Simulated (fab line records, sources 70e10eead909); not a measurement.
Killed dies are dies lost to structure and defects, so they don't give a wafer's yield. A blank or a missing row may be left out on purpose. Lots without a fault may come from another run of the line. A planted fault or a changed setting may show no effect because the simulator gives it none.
fab line records | flow nand_harc
record lots=6 wafers=18 last_day=24
route steps=1159 shown P_ZERO_WELL@51 END@1159
lots that met no fault: from a run of the same line without faults
start_h: hours from the record's first day to the start of the lot's first wafer shown | wait_h: hours since the lot's step before | " the same as in the row above | L1.1+2: a row that stands for several wafers | - no value, or no start given | * or withheld: withheld | < > ~ a bound
route shown NAME@n: a module of which the file shows steps, and the number in the route of the first | usual: mean/standard deviation of fault-free wafers | same: alike in all rows | chamber/n: place in a boat | sites: the reading at each site | _std_site: their standard deviation | _edge_site: outer sites' mean less inner sites' | radius_mm: how far each site lies from the wafer's centre | mask NAME#n: copy n | behind: the tool/chamber that last shaped the wafer | hold: why the lot was held/for how many hours/how that ended | device: the transistor (n, p or np) that didn't switch | end of line: the same wafers' tests at the end of the route | a step without rows: its recipe alone | killed: dies lost to structure and defects at the first sort, not the wafer's yield | map: a wafer's dies, x killed, . not, _ none there
set.NAME: the setting as run; set.NAME@STEP: as run at that earlier step | model.NAME: the simulator's own value behind a step, which no gauge read
lots at some steps of the route; a table a step, a row a wafer
services: from which hour (start_h, from the record's first day; less than 0 if before it) a tool's chamber was out of use, for how many hours, and why
## steps
# step NHARC_P_ZERO_WELL_DEHYDRATE_44
# recipe temp_c=150 time_s=120
# step NHARC_P_ZERO_WELL_HMDS_45
# recipe time_s=30
# step NHARC_P_ZERO_WELL_COAT_46
# recipe spin_rpm=withheld
# step NHARC_P_ZERO_WELL_SOFTBAKE_47
# recipe temp_c=122 time_s=95
# step NHARC_P_ZERO_WELL_EBR_48
# step NHARC_P_ZERO_WELL_EXPOSE_49
# recipe na=0.6 target_cd_nm=2000 dose_mj=22.64 mask_id=P_HVPW
# step NHARC_P_ZERO_WELL_PEB_50
# recipe peb_temp_c=118 peb_time_s=85
# step NHARC_P_ZERO_WELL_DEVELOP_51
# recipe time_s=70
# step NHARC_P_ZERO_WELL_CD_MEAS_52
# recipe target_cd_nm=2000 landing_energy_ev=500
# usual cd_nm=2000.0/1.5
# columns lot.wafer tool chamber start_h wait_h cd_nm
L258.3 cd_sem-03 0 41.78 - 1996.1
L258.4 " 0 " " 1999.2
L258.6 " 0 " " 2000.8
L271.2 cd_sem-02 0 119.74 - 1996.3
L271.4 " 0 " " 1997.9
L271.5 " 0 " " 1999.1
L272.2 cd_sem-01 0 125.82 - 1998.4
L272.4 " 0 " " 1998.8
L272.6 " 0 " " 2002.6
L274.1 cd_sem-01 0 138.11 - 2003.2
L274.2 " 0 " " 2002.3
L274.5 " 0 " " 2001.0
L275.1 cd_sem-03 0 143.75 - 2000.5
L275.2 " 0 " " 2001.4
L275.4 " 0 " " 2003.0
L277.3 cd_sem-01 0 155.86 - 2001.4
L277.4 " 0 " " 1999.7
L277.5 " 0 " " 1999.1
# step NHARC_P_ZERO_WELL_HARDBAKE_53
# recipe temp_c=125 time_s=80
# step NHARC_P_ZERO_WELL_DESCUM_54
# recipe time_s=3 o2_flow_sccm=200 ar_flow_sccm=0 bias_power_w=0 chemistry=O2
# usual drypump_motor_current_A=5.7/0.38 mfc_ar_sccm=0.005/0.01 oes_product_au=1.005/0.0074 rf_vpp_V=58.2/0.84 showerhead_plenum_p_Torr=1.98/0.067 throttle_valve_pct=11.311/0.0099
# columns lot.wafer tool chamber start_h wait_h drypump_motor_current_A mfc_ar_sccm oes_product_au rf_hours_counter_h rf_vpp_V showerhead_plenum_p_Torr throttle_valve_pct
L258.3 rie_diel-02 2 41.95 - 5.6 0.008 1.005 4 58.8 1.92 11.321
L258.4 " 0 " " 6.3 0.005 1.004 - 58.8 1.94 11.324
L258.6 " 2 " " 5.6 0.008 1.004 - 57.9 1.92 11.296
L271.2 rie_diel-02 3 119.89 - 5.4 0 1.003 7 57.0 1.99 11.294
L271.4 " 2 " " 5.6 0.008 1.010 9 57.6 1.92 11.305
L271.5 " 0 " " 6.3 0.005 1.009 - 57.3 1.94 11.318
L272.4 rie_diel-02 0 125.99 - 6.3 0.005 1.011 8 57.2 1.94 11.295
L272.2 " 1 " " 5.6 0 1.017 8 58.9 2.07 11.298
L272.6 " 3 " " 5.4 0 1.007 - 57.9 1.99 11.308
L274.2 rie_diel-07 2 138.30 - 5.8 0 1.012 6 59.5 2.00 11.324
L274.1 " 3 " " 5.3 0 0.998 6 56.5 1.79 11.297
L274.5 " 0 " " 5.1 0 0.998 - 57.4 1.96 11.315
L275.1 rie_diel-04 1 143.91 - 5.9 0 0.993 1 58.4 2.06 11.314
L275.2 " 2 " " 5.5 0 1.006 1 58.7 1.95 11.327
L275.4 " 0 " " 5.6 0.038 1.007 2 58.3 2.03 11.299
L277.3 rie_diel-04 3 156.05 - 6.4 0.010 1.008 3 58.5 2.00 11.314
L277.4 " 0 " " 5.6 0.038 0.995 3 57.1 2.03 11.304
L277.5 " 3 " " 6.4 0.010 1.004 - 58.2 2.00 11.315
# step NHARC_P_ZERO_WELL_IMPLANT_55
# recipe energy_kev=180 dose_cm2=8e+11 tilt_deg=7
# step NHARC_P_ZERO_WELL_IMPLANT_61
# recipe energy_kev=30 dose_cm2=5e+11 tilt_deg=7
# usual beam_energy_keV=30.003/0.0087 beam_on_s=10.00/0.22 end_station_pressure_torr=4.98e-06/2.6e-07
# columns lot.wafer tool chamber start_h wait_h beam_energy_keV beam_on_s end_station_pressure_torr
L258.3 implanter-02 0 42.34 0.1 29.998 10.09 5.15e-06
L258.4 " 0 " " 29.997 9.91 5.23e-06
L258.6 " 0 " " 29.995 10.09 5.16e-06
L271.2 implanter-02 - 120.25 0.1 - - -
L271.4 " - " " - - -
L271.5 " - " " - - -
L272.2 implanter-01 - 126.34 0.2 - - -
L272.4 " - " " - - -
L272.6 " - " " - - -
L274.1 implanter-01 0 138.60 0.2 29.996 10.36 5.07e-06
L274.2 " 0 " " 29.996 10.12 4.89e-06
L274.5 " 0 " " 30.024 9.95 4.7e-06
L275.1 implanter-01 0 144.24 0.2 29.998 10.07 4.95e-06
L275.2 " 0 " " 30.012 10.06 5.58e-06
L275.4 " 0 " " 30.004 10.11 4.84e-06
L277.3 implanter-02 0 156.42 0.2 30.009 10.24 5.22e-06
L277.4 " 0 " " 29.993 9.94 5.27e-06
L277.5 " 0 " " 30.011 9.74 5.3e-06
# step NHARC_P_ZERO_WELL_STRIP_56
# recipe time_s=840 temp_c=130 chemistry=SPM
# step NHARC_END_SORT_01
# recipe temp_c=25
# usual killed_at_array=29/8.4 killed_at_other=0.7/1.2 killed_at_periphery=3.8/2.1 killed_dies=33/9 killed_open=3.4/2 killed_short=2.1/1.4
# same gross_dies=677
# columns lot.wafer tool chamber start_h wait_h hold killed_at_array killed_at_other killed_at_periphery killed_dies killed_open killed_short
L258.3 prober-02 0 481.54 3.1 - 36 0 4 40 3 2
L258.4 prober-02 0 482.34 3.4 - 29 0 2 31 1 2
L258.6 prober-02 0 483.93 4.0 - 32 0 5 37 2 3
L271.2 prober-01 0 543.28 2.8 await_dispo/2.8h/scrap 25 1 651 677 5 5
L271.4 prober-01 0 544.88 3.4 await_dispo/2.8h/scrap 23 2 652 677 5 1
L271.5 prober-01 0 545.68 3.7 await_dispo/2.8h/scrap 33 2 642 677 3 4
L272.2 prober-01 0 551.07 2.8 await_dispo/3.0h/scrap 49 2 626 677 4 1
L272.4 prober-01 0 552.69 3.4 await_dispo/3.0h/scrap 36 0 641 677 3 3
L272.6 prober-01 0 554.30 4.0 await_dispo/3.0h/scrap 52 2 623 677 6 2
L274.1 prober-02 0 557.74 2.5 - 31 0 7 38 1 4
L274.2 prober-02 0 558.53 2.8 - 40 0 7 47 7 5
L274.5 prober-02 0 560.89 3.6 - 34 1 5 40 3 2
L275.1 prober-01 0 558.10 2.5 - 35 1 5 41 1 1
L275.2 prober-01 0 558.89 2.8 - 36 0 4 40 2 2
L275.4 prober-01 0 560.49 3.4 - 37 0 5 42 1 3
# killed by level:class
L258.3 A_SLIT:chamber_film_flake=14 A_CHANNEL_HOLE_D1:chamber_film_flake=5 A_CONTACT:chamber_film_flake=5 A_STAIRCASE:chamber_film_flake=3 A_WL_FILL:chamber_film_flake=3 P_BONDPAD:chamber_film_flake=2 A_ONON_D1:geometric_particle:short=1 A_ONON_D1:geometric_particle:open=1
L258.4 A_SLIT:chamber_film_flake=15 A_CONTACT:chamber_film_flake=5 A_WL_FILL:chamber_film_flake=4 P_GATE:geometric_particle:short=1 A_CHANNEL_HOLE_D1:geometric_particle:open=1 A_CHANNEL_HOLE_D1:geometric_particle:short=1 P_ZERO_WELL:chamber_film_flake=1 A_CHANNEL_HOLE_D1:chamber_film_flake=1
L258.6 A_SLIT:chamber_film_flake=14 A_CONTACT:chamber_film_flake=10 P_BONDPAD:chamber_film_flake=4 A_CHANNEL_FILL_D1:geometric_particle:short=2 A_STAIRCASE:chamber_film_flake=2 A_WL_FILL:chamber_film_flake=2 P_CONTACT:geometric_particle:open=1 A_WL_FILL:geometric_particle:short=1
L271.2 P_ZERO_WELL:area_implant=647 A_CHANNEL_HOLE_D1:chamber_film_flake=15 A_ONON_D1:geometric_particle:short=2 A_STAIRCASE:chamber_film_flake=2 P_CONTACT:geometric_particle:short=1 P_M0:geometric_particle:open=1 A_CHANNEL_FILL_D1:geometric_particle:short=1 A_SLIT:geometric_particle:open=1
L271.4 P_ZERO_WELL:area_implant=647 A_CHANNEL_HOLE_D1:chamber_film_flake=14 A_CONTACT:chamber_film_flake=3 P_CONTACT:geometric_particle:open=2 THIN_TSV:chamber_film_flake=2 P_CONTACT:geometric_particle:short=1 P_M0:geometric_particle:open=1 A_WL_FILL:geometric_particle:open=1
L271.5 P_ZERO_WELL:area_implant=635 A_CHANNEL_HOLE_D1:chamber_film_flake=24 P_GATE:chamber_film_flake=2 A_ZERO_WELL:chamber_film_flake=2 A_CONTACT:chamber_film_flake=2 THIN_TSV:chamber_film_flake=2 P_CONTACT:geometric_particle:short=1 P_CONTACT:geometric_particle:open=1
L272.2 P_ZERO_WELL:area_implant=621 A_CHANNEL_HOLE_D1:chamber_film_flake=20 A_SLIT:chamber_film_flake=20 A_STAIRCASE:chamber_film_flake=3 A_ONON_D1:geometric_particle:open=2 P_GATE:chamber_film_flake=2 THIN_TSV:chamber_film_flake=2 A_CONTACT:chamber_film_flake=2
L272.4 P_ZERO_WELL:area_implant=639 A_CHANNEL_HOLE_D1:chamber_film_flake=15 A_SLIT:chamber_film_flake=10 A_CONTACT:geometric_particle:open=3 A_STAIRCASE:chamber_film_flake=3 P_STI:chamber_film_flake=2 A_ONON_D1:geometric_particle:short=1 A_SGD_CUT:geometric_particle:short=1
L272.6 P_ZERO_WELL:area_implant=620 A_SLIT:chamber_film_flake=21 A_CHANNEL_HOLE_D1:chamber_film_flake=19 A_CONTACT:chamber_film_flake=5 A_SGD_CUT:geometric_particle:open=2 A_CONTACT:geometric_particle:open=2 THIN_TSV:chamber_film_flake=2 P_GATE:geometric_particle:short=1
L274.1 A_CHANNEL_HOLE_D1:chamber_film_flake=23 P_GATE:chamber_film_flake=4 A_STAIRCASE:chamber_film_flake=4 P_M0:geometric_particle:short=2 P_CONTACT:geometric_particle:open=1 A_CHANNEL_FILL_D1:geometric_particle:short=1 A_STAIRCASE:geometric_particle:short=1 A_ZERO_WELL:chamber_film_flake=1
L275.1 A_SLIT:chamber_film_flake=20 A_CHANNEL_HOLE_D1:chamber_film_flake=6 A_STAIRCASE:chamber_film_flake=4 P_ZERO_WELL:chamber_film_flake=3 A_CONTACT:chamber_film_flake=3 P_M2:geometric_particle:open=1 A_CHANNEL_HOLE_D1:geometric_particle:short=1 P_GATE:chamber_film_flake=1
L274.2 A_CHANNEL_HOLE_D1:chamber_film_flake=27 P_GATE:chamber_film_flake=3 P_M0:geometric_particle:open=2 A_CHANNEL_FILL_D1:geometric_particle:open=2 A_CHANNEL_FILL_D1:geometric_particle:short=2 A_ZERO_WELL:chamber_film_flake=2 A_STAIRCASE:chamber_film_flake=2 P_CONTACT:geometric_particle:open=1
L275.2 A_SLIT:chamber_film_flake=14 A_CHANNEL_HOLE_D1:chamber_film_flake=12 A_STAIRCASE:chamber_film_flake=3 A_BLC:chamber_film_flake=3 P_CONTACT:geometric_particle:open=1 A_ONON_D1:geometric_particle:short=1 A_CHANNEL_FILL_D1:geometric_particle:open=1 A_CHANNEL_FILL_D1:geometric_particle:short=1
L275.4 A_SLIT:chamber_film_flake=16 A_CHANNEL_HOLE_D1:chamber_film_flake=14 A_STAIRCASE:chamber_film_flake=3 P_ZERO_WELL:chamber_film_flake=2 P_CONTACT:geometric_particle:short=1 P_M0:geometric_particle:short=1 A_CHANNEL_FILL_D1:geometric_particle:short=1 A_M0:geometric_particle:open=1
L274.5 A_CHANNEL_HOLE_D1:chamber_film_flake=16 A_CONTACT:chamber_film_flake=10 P_GATE:chamber_film_flake=3 A_STAIRCASE:chamber_film_flake=2 P_M0:geometric_particle:open=1 A_CHANNEL_FILL_D1:geometric_particle:short=1 A_CONTACT:geometric_particle:open=1 A_M0:geometric_particle:open=1
# map L271.2 (x killed, . not)
____________x____________
_________xxxxxxx_________
_______xxxxxxxxxxx_______
______xxxxxxxxxxxxx______
_____xxxxxxxxxxxxxxx_____
____xxxxxxxxxxxxxxxxx____
____xxxxxxxxxxxxxxxxx____
___xxxxxxxxxxxxxxxxxxx___
___xxxxxxxxxxxxxxxxxxx___
__xxxxxxxxxxxxxxxxxxxxx__
__xxxxxxxxxxxxxxxxxxxxx__
_xxxxxxxxxxxxxxxxxxxxxxx_
_xxxxxxxxxxxxxxxxxxxxxxx_
_xxxxxxxxxxxxxxxxxxxxxxx_
_xxxxxxxxxxxxxxxxxxxxxxx_
_xxxxxxxxxxxxxxxxxxxxxxx_
xxxxxxxxxxxxxxxxxxxxxxxxx
xxxxxxxxxxxxxxxxxxxxxxxxx
xxxxxxxxxxxxxxxxxxxxxxxxx
xxxxxxxxxxxxxxxxxxxxxxxxx
xxxxxxxxxxxxxxxxxxxxxxxxx
_xxxxxxxxxxxxxxxxxxxxxxx_
_xxxxxxxxxxxxxxxxxxxxxxx_
_xxxxxxxxxxxxxxxxxxxxxxx_
_xxxxxxxxxxxxxxxxxxxxxxx_
_xxxxxxxxxxxxxxxxxxxxxxx_
__xxxxxxxxxxxxxxxxxxxxx__
__xxxxxxxxxxxxxxxxxxxxx__
___xxxxxxxxxxxxxxxxxxx___
___xxxxxxxxxxxxxxxxxxx___
____xxxxxxxxxxxxxxxxx____
____xxxxxxxxxxxxxxxxx____
_____xxxxxxxxxxxxxxx_____
______xxxxxxxxxxxxx______
_______xxxxxxxxxxx_______
_________xxxxxxx_________
____________x____________
# map L272.2 (x killed, . not)
____________x____________
_________xxxxxxx_________
_______xxxxxxxxxxx_______
______xxxxxxxxxxxxx______
_____xxxxxxxxxxxxxxx_____
____xxxxxxxxxxxxxxxxx____
____xxxxxxxxxxxxxxxxx____
___xxxxxxxxxxxxxxxxxxx___
___xxxxxxxxxxxxxxxxxxx___
__xxxxxxxxxxxxxxxxxxxxx__
__xxxxxxxxxxxxxxxxxxxxx__
_xxxxxxxxxxxxxxxxxxxxxxx_
_xxxxxxxxxxxxxxxxxxxxxxx_
_xxxxxxxxxxxxxxxxxxxxxxx_
_xxxxxxxxxxxxxxxxxxxxxxx_
_xxxxxxxxxxxxxxxxxxxxxxx_
xxxxxxxxxxxxxxxxxxxxxxxxx
xxxxxxxxxxxxxxxxxxxxxxxxx
xxxxxxxxxxxxxxxxxxxxxxxxx
xxxxxxxxxxxxxxxxxxxxxxxxx
xxxxxxxxxxxxxxxxxxxxxxxxx
_xxxxxxxxxxxxxxxxxxxxxxx_
_xxxxxxxxxxxxxxxxxxxxxxx_
_xxxxxxxxxxxxxxxxxxxxxxx_
_xxxxxxxxxxxxxxxxxxxxxxx_
_xxxxxxxxxxxxxxxxxxxxxxx_
__xxxxxxxxxxxxxxxxxxxxx__
__xxxxxxxxxxxxxxxxxxxxx__
___xxxxxxxxxxxxxxxxxxx___
___xxxxxxxxxxxxxxxxxxx___
____xxxxxxxxxxxxxxxxx____
____xxxxxxxxxxxxxxxxx____
_____xxxxxxxxxxxxxxx_____
______xxxxxxxxxxxxx______
_______xxxxxxxxxxx_______
_________xxxxxxx_________
____________x____________
## services
# columns tool chamber start_h hours kind
rie_diel-07 0 31.15 6.9 repair
rie_diel-02 0 31.70 - clean
rie_diel-02 1 31.70 - clean
rie_diel-02 2 31.70 - clean
rie_diel-02 3 31.70 - clean
rie_diel-02 1 35.48 9.8 repair
rie_diel-04 0 45.29 1.6 repair
rie_diel-07 - 45.59 0.4 repair
rie_diel-02 3 49.10 18.8 repair
rie_diel-07 - 51.20 9.0 pm
rie_diel-02 0 56.20 - clean
rie_diel-02 1 56.20 - clean
rie_diel-02 2 56.20 - clean
rie_diel-02 0 80.70 - clean
rie_diel-02 1 80.70 - clean
rie_diel-02 2 80.70 - clean
implanter-02 - 85.00 13.0 pm
rie_diel-07 3 90.14 4.6 repair
rie_diel-07 1 94.74 4.8 repair
rie_diel-04 - 111.98 9.0 pm
implanter-02 - 135.79 1.0 repair
rie_diel-02 0 150.86 5.7 repair
rie_diel-02 - 150.93 9.0 pm
rie_diel-04 - 152.04 2.6 repair
## key
first_sign step=NHARC_P_ZERO_WELL_IMPLANT_61 reading=tool_record direction=missing
effect step=NHARC_END_SORT_01 reading=killed_at_periphery direction=up sigmas=99+ usual=3.8 struck=639.2
more_kills_born_at NHARC_P_ZERO_WELL_IMPLANT_61@implanter-02=1929 NHARC_P_ZERO_WELL_IMPLANT_61@implanter-01=1880
met_at NHARC_P_ZERO_WELL_IMPLANT_61
struck_wafers L271.2,L271.4,L271.5,L272.2,L272.4,L272.6
later_rows_left_out L271.2,L271.4,L271.5,L272.2,L272.4,L272.6
tester_left_out L271,L272
onset_between 42.34 120.25
fault kind=skipped_step_whole tool=implanter-01,implanter-02 chamber=- onset_h=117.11 steps=NHARC_P_ZERO_WELL_IMPLANT_61 scope=struck_lots_only
# tester_left_out: of these lots the tester's yield and bins aren't shown, on N5 and GAA mostly nor the transistor test; their killed dies are dies lost to structure and defects alone, not to doping, threshold or leakage, so they don't give the yield
# later_rows_left_out: the simulator's readings of these wafers behind a module that went badly wrong aren't trusted and aren't shown, but for the sort
